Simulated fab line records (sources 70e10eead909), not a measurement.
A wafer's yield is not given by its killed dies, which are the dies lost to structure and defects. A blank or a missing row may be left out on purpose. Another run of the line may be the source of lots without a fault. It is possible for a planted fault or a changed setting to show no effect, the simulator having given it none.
Matching of chambers ; flow nand harc ; NHARC_A_CONTACT_ETCH_88 on rie diel-09 has 4 sister chambers
The step etches the open film in CF4, target depth 39 nm, time 65 s. 16 wafers are shown with their chamber, then 8 later ones without.

## WAFERS, EACH WITH ITS CHAMBER
wafer;chamber;drypump motor current A (A);showerhead plenum p Torr (Torr);chamber pressure mTorr (mTorr)
L078.2;0;4.8;1.75;49.91
L078.4;1;5.7;1.79;49.98
L078.6;0;4.8;1.75;49.96
L080.3;3;6.3;1.79;50.07
L080.4;1;5.8;1.78;50.06
L080.6;3;6.3;1.79;50.05
L085.2;3;6.3;1.78;49.93
L085.4;1;5.7;1.78;50.00
L085.6;2;6.2;1.79;50.00
L086.2;1;5.7;1.78;49.99
L086.5;1;5.7;1.78;49.95
L086.6;2;6.2;1.79;50.07
L093.3;2;6.2;1.79;50.02
L093.5;3;6.3;1.78;49.95
L093.6;0;4.8;1.74;49.95
L096.3;3;6.4;1.78;49.98

SIGNATURES (averages over the wafers above)
reading;chamber 0;chamber 1;chamber 2;chamber 3;scatter within a chamber
drypump motor current A;4.800;5.720;6.200;6.320;0.0365
showerhead plenum p Torr;1.7467;1.7820;1.7900;1.7840;0.00471
chamber pressure mTorr;49.9400;49.9960;50.0300;49.9960;0.0462
Rule: for a wafer and a chamber, the distance is found by dividing, reading by reading, the gap between the wafer's reading and the chamber's mean by the reading's scatter, squaring, summing and taking the root. If the next closest chamber is less than 2 further off than the closest, the wafer can't be placed; otherwise it belongs to the closest. The scatter is the square root of a quotient: the sum, over the shown wafers, of each reading's squared deviation from its chamber's mean, divided by wafers minus chambers.

## WAFERS MISSING THEIR CHAMBER
wafer;drypump motor current A (A);showerhead plenum p Torr (Torr);chamber pressure mTorr (mTorr)
L096.4;6.2;1.78;49.99
L096.5;6.4;1.78;49.97
L095.3;5.8;1.78;49.98
L095.4;6.3;1.78;50.06
L095.6;6.4;1.78;49.90
L097.3;6.2;1.78;49.92
L097.5;6.3;1.78;50.02
L097.6;4.8;1.74;50.02

## EACH ONE'S CHAMBER
wafer;from the rows above;in truth
L096.4;can't be placed: 2 or 3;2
L096.5;3;3
L095.3;1;1
L095.4;can't be placed: 3 or 2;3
L095.6;3;3
L097.3;can't be placed: 2 or 3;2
L097.5;3;3
L097.6;0;0
5 of 8 placed correctly. Not placeable from these rows: 3 (in 3, the candidates include the true chamber). Placed wrongly: 0.
